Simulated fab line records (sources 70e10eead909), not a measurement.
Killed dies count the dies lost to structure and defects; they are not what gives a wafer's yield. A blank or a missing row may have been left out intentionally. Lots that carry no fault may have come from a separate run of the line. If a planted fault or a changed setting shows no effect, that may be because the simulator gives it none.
A lot that was struck, set against a sound lot || flow nand-harc || 14 out of 1302 route steps
Sound: wafers L690.2, L690.3, L690.4. Struck: wafer L688.3. (L688.6 of the same lot was not struck and is left out.) The cause comes at the end.
Order at every step that has rows: each side's tool, ch and its chambers, its first start. Under that, the readings that differ: sound wafers || struck wafers || difference of the means || sigmas: that difference in standard deviations of wafers without a fault.
alike: words and numbers the same on both sides, and readings whose means are apart by under 2 such deviations; not compared: readings that were withheld, readings missing a value for some wafer, numbers with overlapping values and no deviation given by the record, and bounds like >300 which may hide the same value.
A row with sigmas, a row that says differs or no value, or rows on one side alone: a step with any of these is where the two part. Numbers that don't overlap but have no deviation are shown without sigmas and don't part them. Lack of a reading on every wafer of one side parts them only where that side has two or more wafers.

first, 6 steps without rows for these wafers: NHARC_A_DECK1_JOINT_CVD_34 (deposits SiNx, target thk 20 nm); NHARC_A_DECK1_JOINT_DEP_06 (deposits SiOx, target thk 80 nm); NHARC_A_DECK1_JOINT_CURE_26 (time 32 s); NHARC_A_DECK1_JOINT_ANNEAL_27 (time 3600 s); NHARC_A_DECK1_JOINT_ANNEAL_28 (time 1800 s); NHARC_A_DECK1_JOINT_ANNEAL_29 (time 1800 s).
NHARC_A_DECK1_JOINT_CMP_02: polishes SiOx.
  sound on cmp-01 ch 0,2,3, day 14 01:57; struck on cmp-01 ch 3, day 13 10:11
  alike: motor-current-A, retaining-ring-pressure-frac
following that, these wafers have no rows for 1 step: NHARC_A_DECK1_JOINT_SRD_15.
NHARC_A_DECK1_JOINT_DEP_16: deposits SiO2, target thk 45 nm.
  sound on pecvd-04 ch 1,2, day 14 02:20; struck on pecvd-04 ch 2, day 13 10:35
{"reading": "rf-fwd-power-W (W)", "sound": "894.7 895.5 892.0", "struck": 900.1, "difference": "+6.0", "sigmas": "+2"}
  alike: chamber-pressure-Torr, heater-power-w, throttle-valve-pct
NHARC_A_DECK1_JOINT_THK_MEAS_17: measures by ellipsometry.
  struck on film-metro-02, day 13 10:49; sound on film-metro-02, day 14 02:38
  alike: thk-nm
NHARC_A_DECK1_JOINT_INSPECT_05:
  struck on defect-inspect-02, day 13 10:51; sound on defect-inspect-02, day 14 02:40
  alike: raw-defect-count
NHARC_A_ONON_D2_DEP_00: target thk 1000 nm.
  sound on pecvd-onon-03 ch 0, day 14 02:47; struck on pecvd-onon-02 ch 0, day 13 11:02
NHARC_A_ONON_D2_THK_MEAS_02: measures by ellipsometry.
  struck on film-metro-02, day 13 11:25; sound on film-metro-01, day 14 03:14
{"reading": "thk-nm (nm)", "sound": "1004 1004 1006", "struck": 607, "difference": -398, "sigmas": -33}
then NHARC_A_ONON_D2_DEP_03 (target thk 1000 nm), 1 step lacking rows for these wafers.

## WHERE THEY PART
At NHARC_A_DECK1_JOINT_DEP_16 first; at NHARC_A_ONON_D2_THK_MEAS_02 last (within this record only).

WHY: whatever the simulator had introduced
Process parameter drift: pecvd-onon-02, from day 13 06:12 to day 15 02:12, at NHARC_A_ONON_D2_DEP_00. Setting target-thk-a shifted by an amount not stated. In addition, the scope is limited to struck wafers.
